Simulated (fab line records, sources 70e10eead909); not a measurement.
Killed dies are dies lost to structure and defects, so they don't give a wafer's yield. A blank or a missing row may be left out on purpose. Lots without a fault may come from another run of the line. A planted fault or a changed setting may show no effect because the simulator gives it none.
A struck lot beside a sound one | flow nand_harc | 15 steps out of a route of 1159
Sound: wafers L174.1, L174.2, L174.3. Struck: wafers L163.2, L163.3, L163.4. The cause comes at the end.
At each step with rows: each side's tool, then ch and its chambers, then its first start. Under that, the readings that differ: sound wafers | struck wafers | difference of the means | sigmas: that difference in standard deviations of wafers without a fault.
alike: readings whose means differ by less than 2 such deviations, and words and numbers that are the same on both sides. not compared: withheld readings, readings that some wafer has no value for, bounds like >300 that may hide the same value, and numbers for which the record gives no deviation and whose values overlap.
The two part at a step that has a row with sigmas, a row that says differs or no value, or rows on one side only. Numbers that don't overlap but have no deviation are shown without sigmas and don't part them. A reading that every wafer of one side lacks parts them only if that side has two wafers or more.

NHARC_P_ZERO_WELL_DESCUM_54: chemistry O2, time 3 s.
  sound on rie_diel-09 ch 0,1,3, day 6 00:00; struck on rie_diel-10 ch 0,1,3, day 3 06:11
  alike: drypump_motor_current_A, oes_product_au, rf_vpp_V, showerhead_plenum_p_Torr, throttle_valve_pct
  not compared: rf_hours_counter_h
then, 5 steps without rows for these wafers: NHARC_P_ZERO_WELL_IMPLANT_55; NHARC_P_ZERO_WELL_IMPLANT_61; NHARC_P_ZERO_WELL_STRIP_56 (strips in SPM, time 840 s); NHARC_P_ZERO_WELL_PRECLEAN_68 (cleans in SC1, time 60 s); NHARC_P_ZERO_WELL_SRD_69.
NHARC_P_ZERO_WELL_RTA_42: time 300 s.
  sound on rtp_anneal-01 ch 0, day 6 00:58; struck on rtp_anneal-02 ch 0, day 3 07:16
  reading             | sound          | struck         | difference | sigmas
  lamp_zone_3_pct (%) | 36.9 36.9 36.9 | 33.3 33.3 33.3 | -3.6       | -2
  lamp_zone_7_pct (%) | 37.2 37.2 37.3 | 33.6 33.6 33.7 | -3.6       | -2
  alike: lamp_power_pct, wafer_temp_C_max
NHARC_P_ZERO_WELL_INSPECT_43:
  sound on defect_inspect-02, day 6 01:39; struck on defect_inspect-01, day 3 07:50
  alike: raw_defect_count
then, 4 steps without rows for these wafers: NHARC_P_STI_ETCH_26 (etches SiO2 in dHF, target depth 11 nm); NHARC_P_STI_PRECLEAN_27 (cleans in SC1); NHARC_P_STI_SRD_28; NHARC_P_STI_OXIDE_29 (material SiO2, target thk 10 nm, ox time 1362 s).
NHARC_P_STI_HM_DEP_30: deposits Si3N4, target thk 80 nm, time 873 s.
  sound on lpcvd-01 ch 1, day 6 19:52; struck on lpcvd-01 ch 1, day 4 01:46
  alike: spike_tc_lower_C, susceptor_temp_C, zone_power_upper_pct
then, 1 step without rows for these wafers: NHARC_P_STI_DEHYDRATE_01 (time 120 s).
-- the record jumps here: 17 days lie between the struck wafers' starts before and after (it left off in module P_STI and takes up again in module END, whose first step shown is number 1159 of the route) --
NHARC_END_SORT_01:
  the record has rows for the struck wafers here (prober-01 ch 0, day 21 05:36) and none for the sound ones

WHERE THEY PART
First at NHARC_P_ZERO_WELL_RTA_42; last, within this record, at NHARC_END_SORT_01.

WHY: what the simulator had put in
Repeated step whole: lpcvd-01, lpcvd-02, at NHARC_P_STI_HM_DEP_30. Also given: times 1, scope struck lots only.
